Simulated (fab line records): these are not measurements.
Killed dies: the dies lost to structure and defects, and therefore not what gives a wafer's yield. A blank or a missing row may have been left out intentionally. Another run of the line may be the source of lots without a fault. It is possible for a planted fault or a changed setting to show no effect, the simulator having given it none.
A struck lot beside a sound one || flow nand harc || 13 steps out of a route of 1159
Sound: the wafers L430.1, L430.2, L430.5. Struck: wafer L436.4 (L436.2, L436.3, from the same lot, were not struck and are left out); the cause is given at the end.
For every step that has rows: the tool of each side, followed by ch and its chambers, followed by its first start. Under that, the readings that differ: sound wafers || struck wafers || difference of the means || sigmas: that difference in standard deviations of wafers without a fault.
alike: readings with means less than 2 such deviations apart, plus words and numbers identical on both sides. not compared: withheld readings, readings lacking a value on some wafer, bounds such as >300 that could conceal the same value, and numbers that have no deviation in the record and whose values overlap.
The two part at a step that has a row with sigmas, a row that says differs or no value, or rows on one side only. Numbers that don't overlap but have no deviation are shown without sigmas and don't part them. A reading that every wafer of one side lacks parts them only if that side has two wafers or more.

NHARC_A_STAIRCASE_ETCH_13: etches the open film in C4F8/O2, target depth 100 nm, time 40.5 s.
  sound on rie diel-11 ch 2,3; struck on rie diel-11 ch 2
  alike: oes product au, rf vpp V
  not compared: rf hours counter h
then, 2 steps without rows for these wafers: NHARC_A_STAIRCASE_TRIM_14 (chemistry O2, time 211.2 s); NHARC_A_STAIRCASE_ETCH_15 (etches the open film in C4F8/O2, target depth 100 nm, time 40.5 s).
NHARC_A_STAIRCASE_TRIM_16: chemistry O2, time 211.2 s.
  sound on rie diel-11 ch 0,1,3; struck on rie diel-11 ch 1
  alike: drypump motor current A, oes product au, rf vpp V, run length s, showerhead plenum p Torr, throttle valve pct
  not compared: rf hours counter h
then, 2 steps without rows for these wafers: NHARC_A_STAIRCASE_ETCH_17 (etches the open film in C4F8/O2, target depth 100 nm, time 40.5 s); NHARC_A_STAIRCASE_TRIM_18 (chemistry O2, time 211.2 s).
NHARC_A_STAIRCASE_ETCH_19: etches the open film in C4F8/O2, target depth 100 nm, time 40.5 s.
  sound on rie diel-11 ch 0,1,3; struck on rie diel-11 ch 2
  alike: oes product au, rf vpp V
  not compared: rf hours counter h
then, 2 steps without rows for these wafers: NHARC_A_STAIRCASE_TRIM_20 (chemistry O2, time 211.2 s); NHARC_A_STAIRCASE_ETCH_21 (etches the open film in C4F8/O2, target depth 100 nm, time 40.5 s).
NHARC_A_STAIRCASE_TRIM_22: chemistry O2, time 211.2 s.
  sound on rie diel-11 ch 2,3; struck on rie diel-11 ch 2
  alike: drypump motor current A, oes product au, rf vpp V, run length s, showerhead plenum p Torr, throttle valve pct
  not compared: rf hours counter h
then, 1 step without rows for these wafers: NHARC_A_STAIRCASE_ETCH_23 (etches the open film in C4F8/O2, target depth 100 nm, time 40.5 s).
NHARC_A_STAIRCASE_TRIM_24: chemistry O2, time 211.2 s.
  sound on rie diel-11 ch 0,1, day 11 07:01; struck on rie diel-11 ch 0, day 13 12:37
{"reading": "rf vpp V (V)", "sound": "58.3 57.9 57.6", "struck": 55.8, "difference": -2.1, "sigmas": -3}
{"reading": "run length s (s)", "sound": "233.1 233.1 233.1", "struck": 311.7, "difference": "+78.6", "sigmas": "+99 or more"}
{"reading": "throttle valve pct (%)", "sound": "17.034 17.029 17.051", "struck": 17.021, "difference": -0.017, "sigmas": -2}
  alike: drypump motor current A, oes product au, showerhead plenum p Torr
  not compared: rf hours counter h
NHARC_A_STAIRCASE_ETCH_25: etches the open film in C4F8/O2, target depth 100 nm, time 40.5 s.
  sound on rie diel-11 ch 1,3; struck on rie diel-11 ch 3
  alike: oes product au, rf vpp V
  not compared: rf hours counter h

WHERE THEY PART
NHARC_A_STAIRCASE_TRIM_24 only, going by this record. Later steps at which nothing parts them and some readings are alike: NHARC_A_STAIRCASE_ETCH_25.

WHY: whatever the simulator had introduced
rie diel-11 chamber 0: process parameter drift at NHARC_A_STAIRCASE_TRIM_24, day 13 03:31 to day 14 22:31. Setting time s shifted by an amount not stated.
